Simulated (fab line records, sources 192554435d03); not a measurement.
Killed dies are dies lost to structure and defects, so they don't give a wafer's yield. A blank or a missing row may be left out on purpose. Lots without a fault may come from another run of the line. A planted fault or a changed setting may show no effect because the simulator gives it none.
Chamber matching | flow n5_finfet | N5_FIN_SAQP_ETCH_65 on rie_si-01: 4 sister chambers
The step etches SiO2 in CF4, target depth 4 nm, time 4.4 s. 4 wafers are shown with their chamber, then 7 later ones without.

WAFERS WITH THEIR CHAMBER
wafer  | chamber | throttle_valve_pct (%)
L838.1 | 2       | 21.56
L846.4 | 3       | 21.42
L847.1 | 0       | 21.78
L847.2 | 1       | 22.11

WAFERS WITHOUT THEIR CHAMBER
wafer  | throttle_valve_pct (%)
L847.3 | 21.43
L852.2 | 22.12
L852.4 | 21.54
L852.6 | 22.12
L857.1 | 21.43
L857.3 | 21.56
L857.6 | 22.11

WHICH CHAMBER EACH WENT THROUGH
wafer  | from the rows above | in truth
L847.3 | 3                   | 3
L852.2 | 1                   | 1
L852.4 | 2                   | 2
L852.6 | 1                   | 1
L857.1 | 3                   | 3
L857.3 | 2                   | 2
L857.6 | 1                   | 1
Placed correctly: 7 of 7. Can't be placed from these rows: 0. Placed wrongly: 0.
How it was worked out, from the rows above alone: a wafer's distance from a chamber is the root of the sum, over the readings, of the square of ((its reading less the chamber's mean) divided by the reading's scatter). The wafer belongs to the nearest chamber; if the next one is less than 2 further off, it can't be placed. A chamber's mean is the mean of its shown wafers. The scatter: with one shown wafer a chamber, the root of the mean of the squares of how far each hidden wafer lies from its nearest shown one.
